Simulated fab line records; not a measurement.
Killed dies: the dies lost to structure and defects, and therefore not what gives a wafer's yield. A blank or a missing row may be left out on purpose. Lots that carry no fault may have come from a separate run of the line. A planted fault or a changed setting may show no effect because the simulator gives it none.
Check of tool commonality	flow n5_finfet	30 wafers sampled across 10 lots

WHAT PROMPTED THE OPENING
On 2 of the 10 lots, a flag is raised at N5_SDB_CD_MEAS_11 on the reading cd_nm. Fault-free wafers read 49.4 nm, with a standard deviation of 1.1.
Rule: a lot is flagged when every wafer of it that has a number lies more than 4 standard deviations from that mean, or none has a number. The other lots count as sound.

lot	measured	on	cd_nm (nm), wafer by wafer	flag
L182	day 4 13:26	cd_sem-03	50.5 49.8 49.3	
L183	day 4 19:28	cd_sem-03	48.5 47.2 47.4	
L184	day 5 02:38	cd_sem-02	48.1 46.6 48.7	
L185	day 5 06:17	cd_sem-01	37.0 39.6 38.2	FLAGGED
L187	day 5 19:13	cd_sem-03	39.7 39.8 40.3	FLAGGED
L189	day 6 07:56	cd_sem-03	48.7 50.2 49.0	
L195	day 7 18:34	cd_sem-03	48.6 49.7 48.5	
L197	day 8 07:40	cd_sem-01	49.6 49.3 47.4	
L201	day 9 06:55	cd_sem-02	47.5 48.4 48.9	
L202	day 9 11:05	cd_sem-02	49.4 50.3 51.8	
The mean of the flagged lots' numbers is 39.1 nm, -10.3 nm from the usual (-9 standard deviations).

WHICH TOOL RAN EACH LOT
The record holds 1 process step before the reading, out of a route of 1938 steps. Every cell lists first the tool, next ch and the chambers used by the sampled wafers, and last the start.
lot	flag	N5_SDB_EXPOSE_08
L182		arfi_scanner-01 ch 0, day 4 13:19
L183		arfi_scanner-01 ch 0, day 4 19:20
L184		arfi_scanner-03 ch 0, day 5 02:31
L185	FLAGGED	arfi_scanner-01 ch 0, day 5 06:10
L187	FLAGGED	arfi_scanner-01 ch 0, day 5 19:05
L189		arfi_scanner-02 ch 0, day 6 07:48
L195		arfi_scanner-02 ch 0, day 7 18:26
L197		arfi_scanner-03 ch 0, day 8 07:32
L201		arfi_scanner-02 ch 0, day 9 06:48
L202		arfi_scanner-02 ch 0, day 9 10:58
What is done by these steps:
- N5_SDB_EXPOSE_08: exposes mask SDB.
- N5_SDB_CD_MEAS_11: target cd 50 nm.

FLAGGED AGAINST TOTAL, ONE TOOL AT A TIME (gauges that did the reading follow at the end)
step	tool	lots run	flagged	share of the flagged lots	sound lots run after its first flagged lot
N5_SDB_EXPOSE_08	arfi_scanner-01	4	2	all	0
N5_SDB_EXPOSE_08	arfi_scanner-02	4	0	none	-
N5_SDB_EXPOSE_08	arfi_scanner-03	2	0	none	-
N5_SDB_CD_MEAS_11	cd_sem-01	2	1	some	1 (L197)
N5_SDB_CD_MEAS_11	cd_sem-02	3	0	none	-
N5_SDB_CD_MEAS_11	cd_sem-03	5	1	some	2 (L189,L195)

WHAT THE TABLE PERMITS
All flagged lots share 1 row of the table, namely arfi_scanner-01 at N5_SDB_EXPOSE_08.
- arfi_scanner-01 at N5_SDB_EXPOSE_08 ran 4 lots, 2 of them flagged. A fault beginning between L183 (day 4 19:20), its last sound lot, and L185 (day 5 06:10), its first flagged one, fits the data. Its own readings (exposure_dose_mJ_cm2) fall more than 4 standard deviations out on all wafers of the flagged lots.
What remains is a single tool, arfi_scanner-01 at N5_SDB_EXPOSE_08.

WHAT WAS PUT IN BY THE SIMULATOR
Process parameters drifting: arfi_scanner-01 at N5_SDB_EXPOSE_08, beginning at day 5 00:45. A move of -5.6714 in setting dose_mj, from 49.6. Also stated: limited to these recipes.
Shown lots that were struck: L185, L187. The rule given above showed the same thing.
